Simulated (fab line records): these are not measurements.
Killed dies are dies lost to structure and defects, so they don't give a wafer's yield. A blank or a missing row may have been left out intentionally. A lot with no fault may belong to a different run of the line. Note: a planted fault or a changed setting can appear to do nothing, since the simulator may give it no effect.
Which tool is to blame? ; flow nandHarc ; 36 wafers from 12 lots sampled at 2 of the route's 1302 steps

## WHAT THE GAUGES SHOWED, per wafer
NHARC_A_CONTACT_CD_MEAS_80.
lot;measured;on;cdNm (nm)
L077;day 23 15:35;cdSem-01;289.9 290.2 290.4
L076;day 23 21:15;cdSem-03;289.7 290.1 289.9
L078;day 24 21:16;cdSem-02;290.9 291.3 291.1
L082;day 25 14:41;cdSem-02;290.9 290.5 290.2
L083;day 26 12:25;cdSem-03;289.4 289.0 290.2
L085;day 27 03:37;cdSem-02;290.5 289.7 290.9
L087;day 28 05:50;cdSem-02;290.5 291.0 289.9
L088;day 28 13:38;cdSem-03;290.7 289.9 290.2
L093;day 30 00:01;cdSem-01;289.9 290.2 290.1
L092;day 30 07:00;cdSem-01;289.9 290.4 290.1
L095;day 31 00:45;cdSem-01;291.1 290.5 290.3
L097;day 31 23:12;cdSem-02;289.3 289.4 289.8

## WHAT TOOL EACH LOT RAN ON (gives the tool, then ch and the chambers of the sampled wafers, and finally the start)
lot;NHARC_A_CONTACT_ETCH_126
L077;harCapEtch-03 ch 0,1, day 23 13:21
L076;harCapEtch-01 ch 0,1, day 23 18:52
L078;harCapEtch-01 ch 0,1, day 24 19:02
L082;harCapEtch-02 ch 0, day 25 12:29
L083;harCapEtch-02 ch 0,1, day 26 10:10
L085;harCapEtch-01 ch 1, day 27 01:22
L087;harCapEtch-02 ch 0,1, day 28 03:35
L088;harCapEtch-02 ch 0,1, day 28 11:27
L093;harCapEtch-02 ch 0,1, day 29 21:46
L092;harCapEtch-03 ch 0,1, day 30 04:42
L095;harCapEtch-01 ch 0,1, day 30 22:31
L097;harCapEtch-02 ch 0,1, day 31 20:59
- NHARC_A_CONTACT_ETCH_126: etches the open film in C4F8/O2/Ar, time 197 s, target depth 1918 nm.

## THE ANSWER, worked out from the rows above alone
Rule: the usual values come from the lots themselves. Put in order of their means at a reading, lots are off if they are a third of the lots or fewer, leave a main group of 4 or more, and stand apart from it by a gap of 3 or more times the standard deviation of the main group's means; of several such gaps the widest counts. A main group whose means are all the same, to the digits that the tables above print for the reading, isn't used. A lot without any number at a reading at which 4 lots or more have one is off too. Any other lot the step has rows for is counted as sound.
No lot is off on any of the readings shown, so nothing can be concluded from this.

## WHAT THE SIMULATOR PUT IN
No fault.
